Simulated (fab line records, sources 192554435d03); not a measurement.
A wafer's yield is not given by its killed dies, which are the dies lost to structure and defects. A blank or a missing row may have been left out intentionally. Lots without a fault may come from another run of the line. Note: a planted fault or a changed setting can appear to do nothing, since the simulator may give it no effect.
Which tool did it? :: flow n5-finfet :: 24 wafers from 8 lots sampled at 5 of the route's 1938 steps

== WHAT THE GAUGES SHOWED, per wafer ==
N5_BEOL_M4_RC_MEAS_101.
lot: L347
measured: day 8 02:04
on: prober-02
DIBL_N (mV/V): 34.0 33.7 33.8

lot: L350
measured: day 8 19:33
on: prober-01
DIBL_N (mV/V): 36.1 35.2 34.5

lot: L351
measured: day 9 01:45
on: prober-01
DIBL_N (mV/V): 35.5 35.4 35.1

lot: L353
measured: day 9 20:53
on: prober-02
DIBL_N (mV/V): 36.1 35.3 35.4

lot: L354
measured: day 10 11:20
on: prober-01
DIBL_N (mV/V): 35.2 36.0 36.5

lot: L356
measured: day 10 18:28
on: prober-01
DIBL_N (mV/V): 36.3 37.7 34.9

lot: L363
measured: day 12 23:49
on: prober-02
DIBL_N (mV/V): 36.5 36.1 35.8

lot: L368
measured: day 14 07:29
on: prober-02
DIBL_N (mV/V): 38.7 37.4 36.1

== WHICH TOOL RAN EACH LOT (tool, then ch and the chambers of the sampled wafers, then the start) ==
lot: L347
N5_BEOL_M4_STRIP_19: rie-diel-06 ch 0,1,2, day 7 14:15
N5_BEOL_M4_ETCH_69: rie-diel-02 ch 0,1,3, day 7 14:49
N5_BEOL_M4_ALD_98: ald-sin-03 ch 1,2,3, day 7 15:29
N5_BEOL_M4_ETCHBACK_99: rie-diel-02 ch 0,1,3, day 7 20:54

lot: L350
N5_BEOL_M4_STRIP_19: rie-diel-06 ch 1,2, day 8 06:47
N5_BEOL_M4_ETCH_69: rie-diel-01 ch 2,3, day 8 07:21
N5_BEOL_M4_ALD_98: ald-sin-04 ch 0,3, day 8 07:26
N5_BEOL_M4_ETCHBACK_99: rie-diel-06 ch 0,2,3, day 8 14:55

lot: L351
N5_BEOL_M4_STRIP_19: rie-diel-06 ch 1,2, day 8 13:01
N5_BEOL_M4_ETCH_69: rie-diel-01 ch 1,2, day 8 13:45
N5_BEOL_M4_ALD_98: ald-sin-03 ch 1,2,3, day 8 13:52
N5_BEOL_M4_ETCHBACK_99: rie-diel-06 ch 0,3, day 8 19:33

lot: L353
N5_BEOL_M4_STRIP_19: rie-diel-06 ch 0,1,3, day 9 08:05
N5_BEOL_M4_ETCH_69: rie-diel-01 ch 0,1,2, day 9 08:46
N5_BEOL_M4_ALD_98: ald-sin-03 ch 1,2, day 9 08:52
N5_BEOL_M4_ETCHBACK_99: rie-diel-06 ch 2,3, day 9 16:28

lot: L354
N5_BEOL_M4_STRIP_19: rie-diel-06 ch 0,1,2, day 10 00:48
N5_BEOL_M4_ETCH_69: rie-diel-01 ch 0,1,2, day 10 01:26
N5_BEOL_M4_ALD_98: ald-sin-03 ch 1,2,3, day 10 01:31
N5_BEOL_M4_ETCHBACK_99: rie-diel-02 ch 1,3, day 10 06:49

lot: L356
N5_BEOL_M4_STRIP_19: rie-diel-01 ch 0,1,2, day 10 07:38
N5_BEOL_M4_ETCH_69: rie-diel-02 ch 1,2,3, day 10 08:34
N5_BEOL_M4_ALD_98: ald-sin-02 ch 1,2,3, day 10 09:14
N5_BEOL_M4_ETCHBACK_99: rie-diel-02 ch 1,2,3, day 10 14:02

lot: L363
N5_BEOL_M4_STRIP_19: rie-diel-02 ch 1,2,3, day 12 10:35
N5_BEOL_M4_ETCH_69: rie-diel-02 ch 1,2,3, day 12 11:17
N5_BEOL_M4_ALD_98: ald-sin-02 ch 1,2,3, day 12 11:22
N5_BEOL_M4_ETCHBACK_99: rie-diel-02 ch 0,1, day 12 19:19

lot: L368
N5_BEOL_M4_STRIP_19: rie-diel-06 ch 0,3, day 13 23:47
N5_BEOL_M4_ETCH_69: rie-diel-06 ch 0,1,2, day 14 00:21
N5_BEOL_M4_ALD_98: ald-sin-03 ch 0,1,2, day 14 00:35
N5_BEOL_M4_ETCHBACK_99: rie-diel-02 ch 1,2,3, day 14 02:59
- N5_BEOL_M4_STRIP_19: strips in O2.
- N5_BEOL_M4_ETCH_69: etches SiARC in CF4, target depth 15.6 nm, time 26 s.
- N5_BEOL_M4_ALD_98: deposits SiO2, target thk 2.5 nm, pulse time 1 s, co reactant pulse time 1 s.
- N5_BEOL_M4_ETCHBACK_99: etches SiO2 in CHF3, target depth 5 nm, time 10.4 s.

== THE ANSWER, worked out from the rows above alone ==
Rule: the usual values come from the lots themselves. The widest of any qualifying gaps counts: lots, ordered by their means at a reading, are off when they make up no more than a third of the lots, leave a main group of 4 or more, and stand apart from it by 3 or more times the standard deviation of that group's means. The tables above print the reading to a certain number of digits; a main group whose means all agree to those digits is not used. A lot without any number at a reading at which 4 lots or more have one is off too. Any other lot the step has rows for is counted as sound.
Nothing can be told from this: no lot is off at any reading shown.

== WHAT WAS PUT IN BY THE SIMULATOR ==
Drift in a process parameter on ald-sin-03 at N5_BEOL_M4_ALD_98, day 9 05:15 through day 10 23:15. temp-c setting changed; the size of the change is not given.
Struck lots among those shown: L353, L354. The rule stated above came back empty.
